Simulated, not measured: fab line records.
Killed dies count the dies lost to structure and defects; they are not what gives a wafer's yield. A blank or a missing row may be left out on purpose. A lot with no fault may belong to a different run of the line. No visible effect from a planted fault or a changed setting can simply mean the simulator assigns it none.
Which of the tools did it? || flow n5Finfet || 24 lots, 72 wafers sampled, at 1 step of a route of 1938

WHAT THE GAUGES SHOWED, per wafer
N5_BEOL_M9_INSPECT_13: inspects for defects (brightfield).
{"lot": "L074", "measured": "day 9 16:33", "on": "defectInspect-02", "rawDefectCount": "353 403 444"}
{"lot": "L076", "measured": "day 9 17:46", "on": "defectInspect-02", "rawDefectCount": "412 398 303"}
{"lot": "L075", "measured": "day 10 01:59", "on": "defectInspect-02", "rawDefectCount": "287 387 272"}
{"lot": "L078", "measured": "day 10 05:40", "on": "defectInspect-01", "rawDefectCount": "471 339 365"}
{"lot": "L077", "measured": "day 10 11:07", "on": "defectInspect-02", "rawDefectCount": "390 422 379"}
{"lot": "L079", "measured": "day 10 17:41", "on": "defectInspect-02", "rawDefectCount": "365 380 370"}
{"lot": "L080", "measured": "day 10 22:35", "on": "defectInspect-02", "rawDefectCount": "511 550 589"}
{"lot": "L081", "measured": "day 11 05:53", "on": "defectInspect-02", "rawDefectCount": "752 406 519"}
{"lot": "L083", "measured": "day 11 18:37", "on": "defectInspect-01", "rawDefectCount": "507 353 478"}
{"lot": "L082", "measured": "day 11 18:53", "on": "defectInspect-01", "rawDefectCount": "611 448 446"}
{"lot": "L084", "measured": "day 11 23:13", "on": "defectInspect-01", "rawDefectCount": "545 528 462"}
{"lot": "L085", "measured": "day 12 04:56", "on": "defectInspect-02", "rawDefectCount": "388 313 275"}
{"lot": "L086", "measured": "day 12 11:59", "on": "defectInspect-02", "rawDefectCount": "616 570 433"}
{"lot": "L087", "measured": "day 12 23:32", "on": "defectInspect-02", "rawDefectCount": "278 293 366"}
{"lot": "L088", "measured": "day 13 00:32", "on": "defectInspect-01", "rawDefectCount": "326 284 426"}
{"lot": "L089", "measured": "day 13 07:27", "on": "defectInspect-01", "rawDefectCount": "294 441 318"}
{"lot": "L090", "measured": "day 13 07:55", "on": "defectInspect-02", "rawDefectCount": "371 365 424"}
{"lot": "L091", "measured": "day 13 19:47", "on": "defectInspect-02", "rawDefectCount": "393 384 301"}
{"lot": "L092", "measured": "day 14 05:13", "on": "defectInspect-02", "rawDefectCount": "319 490 291"}
{"lot": "L094", "measured": "day 14 14:55", "on": "defectInspect-01", "rawDefectCount": "421 321 414"}
{"lot": "L093", "measured": "day 14 19:35", "on": "defectInspect-02", "rawDefectCount": "469 491 545"}
{"lot": "L095", "measured": "day 14 21:51", "on": "defectInspect-01", "rawDefectCount": "275 289 360"}
{"lot": "L096", "measured": "day 15 02:19", "on": "defectInspect-02", "rawDefectCount": "399 400 263"}
{"lot": "L097", "measured": "day 15 12:38", "on": "defectInspect-02", "rawDefectCount": "415 353 330"}

EACH LOT AND THE TOOL THAT RAN IT (in order: tool; ch and the chambers of the sampled wafers; start)
Record: no process step prior to these readings.

AS READ BY THE TOOLS THEMSELVES (means over the sampled wafers that have a number; for cases with no such wafer, the mark the record gives instead)
The record holds no such reading with a usual standard deviation.

THE ANSWER, worked out from the rows above alone
Rule: the lots themselves supply what counts as usual. Put in order of their means at a reading, lots are off if they are a third of the lots or fewer, leave a main group of 4 or more, and stand apart from it by a gap of 3 or more times the standard deviation of the main group's means; of several such gaps the widest counts. A main group whose means are all the same, to the digits that the tables above print for the reading, isn't used. Also off: a lot with no number at a reading for which 4 or more lots have one. The other lots that the step has rows for count as sound. Order of review: gauges by route order, followed by the tools' own readings, for which a lot's mean as printed above is used. At the first step where some lot is off, the reading lying furthest off is the one used; lots without a number count as furthest.
No lot is off at any reading shown: from this, nothing can be told.

WHAT THE SIMULATOR PUT IN
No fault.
